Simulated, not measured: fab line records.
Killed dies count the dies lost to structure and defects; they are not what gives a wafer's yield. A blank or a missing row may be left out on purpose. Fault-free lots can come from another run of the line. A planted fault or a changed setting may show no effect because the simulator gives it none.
What tool caused it? -- flow nand_harc -- 12 lots, 36 wafers sampled, at 5 steps of a route of 1302

WHAT EACH GAUGE READ, for each wafer
NHARC_END_SORT_01. Usual: killed_at_array 54, standard deviation 21; killed_at_other 1.0, standard deviation 1.2; killed_at_periphery 3.6, standard deviation 2.6; killed_dies 58, standard deviation 20; killed_open 3.3, standard deviation 1.9; killed_short 2.6, standard deviation 1.5.
lot,measured,on,killed_at_array,killed_at_other,killed_at_periphery,killed_dies,killed_open,killed_short,flag
L776,day 25 20:22,prober-01,59 53 49,1 1 0,2 0 1,62 54 50,2 4 3,2 2 1,
L777,day 26 03:02,prober-02,51 41 47,0 2 3,2 5 6,53 48 56,1 3 5,3 5 6,
L783,day 28 12:35,prober-01,35 36 37,2 2 2,3 4 3,40 42 42,8 4 4,3 1 3,
L791,day 31 20:32,prober-02,66 58 69,1 2 0,6 3 1,73 63 70,6 2 6,2 4 4,
L792,day 32 21:08,prober-01,67 70 74,0 1 0,6 4 6,73 75 80,7 1 6,4 3 2,

TOOL THAT RAN EACH LOT (tool first, then ch and the chambers of the sampled wafers, then the start)
lot,NHARC_A_CONTACT_ETCH_135,NHARC_A_CONTACT_ETCH_139,NHARC_A_CONTACT_ETCH_92,NHARC_A_CONTACT_ALD_18
L773,"har_cap_etch-01 ch 0,1, day 22 17:03","har_cap_etch-01 ch 0,1, day 22 18:08","rie_diel-01 ch 1,2, day 22 18:34","ald_metal-01 ch 0,1,3, day 22 19:46"
L776,"har_cap_etch-02 ch 0,1, day 23 13:51","har_cap_etch-02 ch 0,1, day 23 14:56","rie_diel-07 ch 2,3, day 23 15:25","ald_metal-01 ch 0,1,2, day 23 16:56"
L777,"har_cap_etch-02 ch 0,1, day 23 22:10","har_cap_etch-02 ch 0,1, day 23 23:14","rie_diel-01 ch 1,2,3, day 23 23:43","ald_metal-03 ch 1,2,3, day 24 00:52"
L778,"har_cap_etch-03 ch 0,1, day 24 02:31","har_cap_etch-03 ch 0,1, day 24 03:36","rie_diel-01 ch 0,2, day 24 04:10","ald_metal-04 ch 0,2,3, day 24 05:49"
L779,"har_cap_etch-01 ch 0,1, day 24 04:44","har_cap_etch-01 ch 0,1, day 24 05:50","rie_diel-10 ch 1,2,3, day 24 06:23","ald_metal-03 ch 0,1,3, day 24 07:34"
L780,"har_cap_etch-01 ch 0,1, day 25 12:36","har_cap_etch-01 ch 0,1, day 25 14:02","rie_diel-10 ch 2,3, day 25 14:39","ald_metal-01 ch 0,1,2, day 25 15:50"
L783,"har_cap_etch-02 ch 0,1, day 26 12:55","har_cap_etch-02 ch 0,1, day 26 14:00","rie_diel-10 ch 2,3, day 26 14:31","ald_metal-03 ch 1,2, day 26 15:40"
L791,"har_cap_etch-03 ch 0, day 29 20:22","har_cap_etch-03 ch 0, day 29 21:27","rie_diel-10 ch 1,2, day 29 21:58","ald_metal-01 ch 0,2,3, day 29 23:10"
L792,"har_cap_etch-01 ch 0,1, day 30 09:27","har_cap_etch-01 ch 0,1, day 30 10:32","rie_diel-10 ch 0,1,2, day 30 11:01","ald_metal-04 ch 2,3, day 30 12:16"
L793,"har_cap_etch-02 ch 0,1, day 30 10:37","har_cap_etch-02 ch 0,1, day 30 11:42","rie_diel-10 ch 0,1,2, day 30 12:16","ald_metal-03 ch 0,2,3, day 30 13:32"
L795,"har_cap_etch-03 ch 0,1, day 31 16:41","har_cap_etch-03 ch 0,1, day 31 18:08","rie_diel-07 ch 0,1,3, day 31 18:50","ald_metal-03 ch 0,2,3, day 31 20:02"
L796,"har_cap_etch-02 ch 0,1, day 31 19:22","har_cap_etch-02 ch 0,1, day 31 20:27","rie_diel-10 ch 1,2, day 31 20:58","ald_metal-04 ch 0,1, day 31 22:08"
- NHARC_A_CONTACT_ETCH_135: etches the open film in C4F8/O2/Ar, time 311 s, target depth 1912 nm.
- NHARC_A_CONTACT_ETCH_139: etches the open film in C4F8/O2/Ar, time 195 s, target depth 840 nm.
- NHARC_A_CONTACT_ETCH_92: etches the open film in CH3F/O2, target depth 40 nm, time 85.7 s.
- NHARC_A_CONTACT_ALD_18: deposits TiN, target thk 3 nm, pulse time 1 s, ald cycles 150.

WHAT THE TOOLS THEMSELVES READ (means of the sampled wafers that have a number; where no wafer has one, the mark that the record gives instead)
NHARC_A_CONTACT_ETCH_139. Usual: 226.4 s for run_length_s, sd 0.42.
lot,tool,run_length_s (s),flag
L773,har_cap_etch-01,226.2,
L776,har_cap_etch-02,226.5,
L777,har_cap_etch-02,226.6,
L778,har_cap_etch-03,226.6,
L779,har_cap_etch-01,226.5,
L780,har_cap_etch-01,226.1,
L783,har_cap_etch-02,226.3,
L791,har_cap_etch-03,226.9,
L792,har_cap_etch-01,226.1,
L793,har_cap_etch-02,226.5,
L795,har_cap_etch-03,226.5,
L796,har_cap_etch-02,226.1,

NHARC_A_CONTACT_ETCH_92. Usual: drypump_motor_current_A 5.9 A, standard deviation 0.33; oes_product_au 0.930 a.u., standard deviation 0.019; rf_vpp_V 243.3 V, standard deviation 1.4; run_length_s 106.9 s, standard deviation 0.42; showerhead_plenum_p_Torr 2.39 Torr, standard deviation 0.086; throttle_valve_pct 20.663 %, standard deviation 0.0099.
lot,tool,drypump_motor_current_A (A),oes_product_au (a.u.),rf_vpp_V (V),run_length_s (s),showerhead_plenum_p_Torr (Torr),throttle_valve_pct (%),flag
L773,rie_diel-01,6.3,0.919,243.4,106.9,2.37,20.668,
L776,rie_diel-07,5.7,0.927,243.3,107.2,2.38,20.664,
L777,rie_diel-01,6.3,0.924,242.6,106.8,2.40,20.655,
L778,rie_diel-01,5.9,0.918,242.8,107.2,2.39,20.668,
L779,rie_diel-10,5.8,0.942,242.3,106.8,2.38,20.662,
L780,rie_diel-10,5.9,0.933,242.0,72.7,2.30,20.668,OFF
L783,rie_diel-10,5.8,0.934,242.3,72.6,2.32,20.658,OFF
L791,rie_diel-10,5.8,0.918,242.7,107.1,2.36,20.670,
L792,rie_diel-10,5.7,0.925,242.8,107.0,2.37,20.671,
L793,rie_diel-10,5.7,0.917,243.3,106.9,2.37,20.660,
L795,rie_diel-07,5.7,1.004,244.1,106.8,2.43,20.655,OFF
L796,rie_diel-10,5.7,0.923,244.4,106.6,2.44,20.659,

NHARC_A_CONTACT_ALD_18. Usual: heater_power_w 1083 W, standard deviation 120; precursor_pulse_height_rel 1.001, standard deviation 0.019.
lot,tool,heater_power_w (W),precursor_pulse_height_rel,flag
L773,ald_metal-01,1034,1.009,
L776,ald_metal-01,995,0.997,
L777,ald_metal-03,1114,1.004,
L778,ald_metal-04,1048,0.996,
L779,ald_metal-03,1104,1.005,
L780,ald_metal-01,994,0.999,
L783,ald_metal-03,1100,0.997,
L791,ald_metal-01,978,0.991,
L792,ald_metal-04,1067,1.013,
L793,ald_metal-03,1194,1.021,
L795,ald_metal-03,1187,1.003,
L796,ald_metal-04,1055,1.005,

THE ANSWER, worked out from the rows above alone
Rule: lot off if the mean of its wafers having a number is beyond 3 standard deviations from the usual mean. A lot without any number at a reading at which 4 lots or more have one is off too. The other lots that the step has rows for count as sound. After the gauges, taken in route order, come the tools' own readings; for these a lot's mean is taken, as printed above. The first step at which some lot is off is used, and at that step the reading that is off furthest; a lot without a number counts as furthest.
Off: L780, L783, at NHARC_A_CONTACT_ETCH_92 (run_length_s).
A tool fits if, at that step or a process step before it, it ran every lot that is off, and no sound lot after the first of them. None of those tried fits.

WHAT THE SIMULATOR HAD PUT IN
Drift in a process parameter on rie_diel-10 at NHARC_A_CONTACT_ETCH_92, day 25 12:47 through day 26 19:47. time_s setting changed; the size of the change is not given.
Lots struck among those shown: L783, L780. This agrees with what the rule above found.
